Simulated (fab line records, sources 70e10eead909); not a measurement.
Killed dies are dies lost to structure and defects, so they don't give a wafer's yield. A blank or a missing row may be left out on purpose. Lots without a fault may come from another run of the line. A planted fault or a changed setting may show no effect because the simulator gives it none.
Problem report in the 8D (eight disciplines) form, filled by code | flow nand_harc | the parts of the form that need people (team, actions taken, sign-off) are left out

1. THE PROBLEM
thk_nm at NHARC_A_ONON_D1_THK_MEAS_02 reads a mean of 390 nm on 2 wafers of 2 lots; wafers without a fault read 999 nm with a standard deviation of 9.2. That is -66 standard deviations from the usual mean.
The step: measures by ellipsometry.
First seen on wafer L974.4, day 14 21:35, on film_metro-01. The record holds 41 wafers of 14 lots with a number at this step. Rule for "out", or "out of limits": more than 4 standard deviations from the usual mean. The other wafers with a number count as sound.

2. WHAT IT IS AND WHAT IT IS NOT
question                    | is                           | is not
which readings at this step | thk_nm                       | -
which lots                  | L974, L977                   | L957, L958, L961, L962, L963, L964, L965, L966, L968, L969, L970, L973
which wafers of those lots  | L974.4, L977.3               | L974.6, L977.2, L977.5
read on which gauges        | film_metro-01, film_metro-02 | -
when                        | from day 14 21:35            | up to then (37 sound wafers); but 2 sound wafers of L977 came after

3. SUSPECTS, AND WHAT RULES EACH OUT
Counting: a tool at a process step up to the reading stays a suspect if it ran every lot that is out. Sound lots after the first of them don't rule it out here, since some wafers of a struck lot are sound.
- the gauge at NHARC_A_ONON_D1_THK_MEAS_02: ruled out. The wafers that are out were read on 2 gauges (film_metro-01, film_metro-02).
- rtp_anneal-02 at NHARC_A_ZERO_WELL_RTA_16 (time 10 s): kept. It ran every lot that is out, first L974 (day 14 00:08); its last sound lot up to then is L973 (day 13 15:41).
- pecvd_onon-01 at NHARC_A_ONON_D1_DEP_00 (target thk 1000 nm): kept. It ran every lot that is out, first L974 (day 14 21:15); its last sound lot up to then is L973 (day 14 15:10).
Left after counting: rtp_anneal-02 at NHARC_A_ZERO_WELL_RTA_16, pecvd_onon-01 at NHARC_A_ONON_D1_DEP_00.

4. THE CAUSE (what the simulator had put in)
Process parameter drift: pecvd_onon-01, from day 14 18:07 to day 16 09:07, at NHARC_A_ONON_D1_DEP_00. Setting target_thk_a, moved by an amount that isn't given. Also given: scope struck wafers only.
Counting left 2 suspects, and this tool is among them.

5. THE CHAIN OF EFFECTS, in route order
Each row: a reading whose mean over the struck wafers that have a number lies more than 3 standard deviations from the usual. Only readings for which the record gives a usual standard deviation are gone through. hours: the time from each lot's start at the first step in this table that gives one to its start at this step, as a median over the lots. sigmas: the change in usual standard deviations.
hours | step                        | reading         | usual  | on struck wafers | change | sigmas
0     | NHARC_A_ONON_D1_THK_MEAS_02 | thk_nm          | 999 nm | 390              | -610   | -66
411   | NHARC_END_SORT_01           | killed_at_array | 63     | 672              | +610   | +23
411   | NHARC_END_SORT_01           | killed_dies     | 67     | 677              | +610   | +22

6. WHAT WOULD HAVE CAUGHT IT SOONER
In this record the first reading out of limits at a measuring or inspecting step was taken at day 14 21:35, 3 hours after the fault began at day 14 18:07.
Of the lots that are out (2), L977 began NHARC_A_ONON_D1_DEP_00 on pecvd_onon-01 after day 14 21:35. A hold on the tool at that time would have spared it.
